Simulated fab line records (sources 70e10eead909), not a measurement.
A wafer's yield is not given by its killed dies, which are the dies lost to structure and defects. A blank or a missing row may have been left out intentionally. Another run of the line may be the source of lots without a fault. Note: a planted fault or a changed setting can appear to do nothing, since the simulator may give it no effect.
Matching of chambers :: flow nand_harc :: 4 sister chambers for NHARC_A_CONTACT_ETCH_88 on rie_diel-07
The step etches the open film in CF4, target depth 39 nm, time 65 s. 8 wafers are shown with their chamber, then 7 later ones without.

EACH WAFER AND ITS CHAMBER
wafer: L688.5
chamber: 1
drypump_motor_current_A (A): 5.92
showerhead_plenum_p_Torr (Torr): 1.84

wafer: L690.1
chamber: 0
drypump_motor_current_A (A): 6.16
showerhead_plenum_p_Torr (Torr): 1.84

wafer: L690.3
chamber: 3
drypump_motor_current_A (A): 6.24
showerhead_plenum_p_Torr (Torr): 1.81

wafer: L702.1
chamber: 2
drypump_motor_current_A (A): 6.06
showerhead_plenum_p_Torr (Torr): 1.89

wafer: L702.2
chamber: 1
drypump_motor_current_A (A): 5.90
showerhead_plenum_p_Torr (Torr): 1.83

wafer: L702.3
chamber: 3
drypump_motor_current_A (A): 6.26
showerhead_plenum_p_Torr (Torr): 1.80

wafer: L700.3
chamber: 2
drypump_motor_current_A (A): 6.08
showerhead_plenum_p_Torr (Torr): 1.89

wafer: L700.4
chamber: 0
drypump_motor_current_A (A): 6.16
showerhead_plenum_p_Torr (Torr): 1.83

WAFERS WITH NO CHAMBER GIVEN
wafer: L700.6
drypump_motor_current_A (A): 6.04
showerhead_plenum_p_Torr (Torr): 1.89

wafer: L701.2
drypump_motor_current_A (A): 5.91
showerhead_plenum_p_Torr (Torr): 1.83

wafer: L701.4
drypump_motor_current_A (A): 5.92
showerhead_plenum_p_Torr (Torr): 1.83

wafer: L701.5
drypump_motor_current_A (A): 6.27
showerhead_plenum_p_Torr (Torr): 1.80

wafer: L707.2
drypump_motor_current_A (A): 6.12
showerhead_plenum_p_Torr (Torr): 1.83

wafer: L707.3
drypump_motor_current_A (A): 6.04
showerhead_plenum_p_Torr (Torr): 1.89

wafer: L707.6
drypump_motor_current_A (A): 6.23
showerhead_plenum_p_Torr (Torr): 1.80

WHICH CHAMBER EACH ONE RAN IN
wafer: L700.6
from the rows above: 2
in truth: 2

wafer: L701.2
from the rows above: 1
in truth: 1

wafer: L701.4
from the rows above: 1
in truth: 1

wafer: L701.5
from the rows above: 3
in truth: 3

wafer: L707.2
from the rows above: 0
in truth: 0

wafer: L707.3
from the rows above: 2
in truth: 2

wafer: L707.6
from the rows above: 3
in truth: 3
Placed correctly: 7 of 7. From these rows, 0 cannot be placed. 0 placed wrongly.
How it was worked out, from the rows above alone: a wafer's distance from a chamber is the root of the sum, over the readings, of the square of ((its reading less the chamber's mean) divided by the reading's scatter). If the next closest chamber is less than 2 further off than the closest, the wafer can't be placed; otherwise it belongs to the closest. A chamber's mean is the mean of its shown wafers. How the scatter is found: for the shown wafers, subtract from each reading the mean of its chamber, square and add these, divide the total by (wafers less chambers), then take the root.
